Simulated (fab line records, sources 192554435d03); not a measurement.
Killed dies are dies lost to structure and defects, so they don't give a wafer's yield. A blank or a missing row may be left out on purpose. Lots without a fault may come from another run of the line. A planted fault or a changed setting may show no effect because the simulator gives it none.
Split-lot experiment | flow n5_finfet | 7 lots, 21 wafers read, on a route of 1938 steps

THE SPLIT
At N5_BEOL_M9_EXPOSE_25 (exposes mask V8), the setting dose_mj was moved away from the recipe's 37.25 on 11 of the 21 wafers read, by -7.4% to +6.6%. The other wafers ran this setting at the recipe's value.

FROM THE SPLIT TO THE READING: what the file shows between them, 2 steps
- N5_BEOL_M9_PEB_26: peb time 60 s
- N5_BEOL_M9_DEVELOP_27: develop time 30 s

THE READING
cd_nm, in nm, at N5_BEOL_M9_CD_MEAS_28 (target cd 70 nm). Fault-free wafers of this fab line usually give 69.99 nm, standard deviation 0.26 nm.

wafer  | tool, chamber at the split | dose_mj as run | against the recipe | cd_nm, nm | against lot-mates on the recipe
L077.1 | euv_scanner-01, 0          | 37.25          | recipe             | 69.95     | -
L077.3 | euv_scanner-01, 0          | 39.7           | +6.6%              | 71.17     | +1.22
L077.5 | euv_scanner-01, 0          | 39.7           | +6.6%              | 70.92     | +0.97
L082.1 | euv_scanner-02, 0          | 34.81          | -6.6%              | 68.33     | -1.42
L082.3 | euv_scanner-02, 0          | 37.25          | recipe             | 69.75     | -
L082.5 | euv_scanner-02, 0          | 34.81          | -6.6%              | 68.69     | -1.06
L087.2 | euv_scanner-01, 0          | 34.51          | -7.4%              | 68.06     | -1.23
L087.3 | euv_scanner-01, 0          | 37.25          | recipe             | 69.29     | -
L087.5 | euv_scanner-01, 0          | 34.51          | -7.4%              | 67.79     | -1.50
L092.3 | euv_scanner-01, 0          | 38.37          | +3.0%              | 70.31     | +0.63
L092.4 | euv_scanner-01, 0          | 37.25          | recipe             | 69.68     | -
L092.6 | euv_scanner-01, 0          | 38.37          | +3.0%              | 70.61     | +0.93
L094.1 | euv_scanner-02, 0          | 37.25          | recipe             | 70.21     | -
L094.3 | euv_scanner-02, 0          | 37.25          | recipe             | 70.11     | -
L094.4 | euv_scanner-02, 0          | 37.25          | recipe             | 69.59     | -
L095.1 | euv_scanner-02, 0          | 37.25          | recipe             | 70.53     | -
L095.2 | euv_scanner-02, 0          | 37.25          | recipe             | 70.31     | -
L095.3 | euv_scanner-02, 0          | 37.96          | +1.9%              | 70.39     | -0.03
L097.3 | euv_scanner-02, 0          | 39.25          | +5.4%              | 71.57     | +1.81
L097.4 | euv_scanner-02, 0          | 39.25          | +5.4%              | 70.96     | +1.20
L097.6 | euv_scanner-02, 0          | 37.25          | recipe             | 69.76     | -

THE FIT
A straight line over all 21 wafers: cd_nm changes by +0.226 nm for each +1% of dose_mj; r = +0.95; the points scatter about the line by 0.33 nm.
The same after taking each lot's own level away (the mean of its wafers on the recipe; 21 wafers): +0.198 nm for each +1%; r = +0.96; scatter 0.26 nm.
On that fit, the largest move of dose_mj shifts the reading by 1.5 nm.
The lots' own levels span 69.290 to 70.420 nm, that is 4.3 times the standard deviation above.
So the lot-to-lot level changes the slope: the two fits differ.
Check: with one of the wafers moved furthest among these (-7.4%) left out of the fit, the line predicts -1.47 nm for it against its lot-mates. It came out at -1.23 nm against them.

THE FILE'S OWN FIT
cd_nm changes by +0.197 nm for each +1% of dose_mj, r = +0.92.
